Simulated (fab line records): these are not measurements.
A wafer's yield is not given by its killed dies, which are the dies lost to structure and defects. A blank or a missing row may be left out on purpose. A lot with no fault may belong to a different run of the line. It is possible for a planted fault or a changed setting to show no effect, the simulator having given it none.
Chamber matching -- flow nand_harc -- NHARC_P_CONTACT_ALD_22 on ald_metal-02 has 4 sister chambers
The step deposits TiN, target thk 3 nm, pulse time 1 s, ald cycles 150. 16 wafers are shown with their chamber, then 8 later ones without.

== WAFERS PAIRED WITH THEIR CHAMBERS ==
wafer,chamber,heater_power_w (W),susceptor_temp_C (C),precursor_pulse_height_rel
L076.2,3,1183,449.67,0.990
L076.4,0,1125,450.03,1.036
L076.6,1,947,450.06,0.981
L078.1,1,974,450.18,0.987
L078.2,2,1177,449.68,1.000
L078.6,1,970,450.02,0.994
L080.2,1,971,449.90,1.041
L080.5,1,964,449.75,1.014
L080.6,0,1114,450.05,0.987
L084.1,1,957,450.10,0.997
L084.4,3,1187,449.82,0.986
L084.6,3,1190,449.96,1.030
L089.3,2,1093,449.92,1.002
L089.4,0,1036,449.83,0.988
L089.6,0,1072,450.12,1.018
L093.1,0,1038,450.25,0.982

SIGNATURES (averages over the wafers above)
reading,chamber 0,chamber 1,chamber 2,chamber 3,scatter within a chamber
heater_power_w,1077.00,963.83,1135.00,1186.67,30.2
susceptor_temp_C,450.0560,450.0017,449.8000,449.8167,0.154
precursor_pulse_height_rel,1.00220,1.00233,1.00100,1.00200,0.0221
Rule: for a wafer and a chamber, the distance is found by dividing, reading by reading, the gap between the wafer's reading and the chamber's mean by the reading's scatter, squaring, summing and taking the root. If the next closest chamber is less than 2 further off than the closest, the wafer can't be placed; otherwise it belongs to the closest. How the scatter is found: for the shown wafers, subtract from each reading the mean of its chamber, square and add these, divide the total by (wafers less chambers), then take the root.

== WAFERS WITH NO CHAMBER GIVEN ==
wafer,heater_power_w (W),susceptor_temp_C (C),precursor_pulse_height_rel
L093.2,919,450.09,1.004
L093.4,1075,450.00,1.008
L095.1,900,449.74,0.983
L095.5,1196,450.35,0.982
L095.6,1082,450.37,1.008
L096.3,1143,450.06,1.020
L096.4,1056,450.08,0.999
L096.6,1064,449.79,1.022

== CHAMBER TAKEN BY EACH ==
wafer,from the rows above,in truth
L093.2,1,1
L093.4,can't be placed: 0 or 2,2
L095.1,1,1
L095.5,can't be placed: 3 or 2 or 0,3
L095.6,0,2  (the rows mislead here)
L096.3,can't be placed: 2 or 3 or 0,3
L096.4,0,0
L096.6,can't be placed: 0 or 2 or 1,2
Correctly placed: 3 of 8. Unplaceable from these rows: 4, with the true chamber sitting among the candidates in 4. 1 placed wrongly.
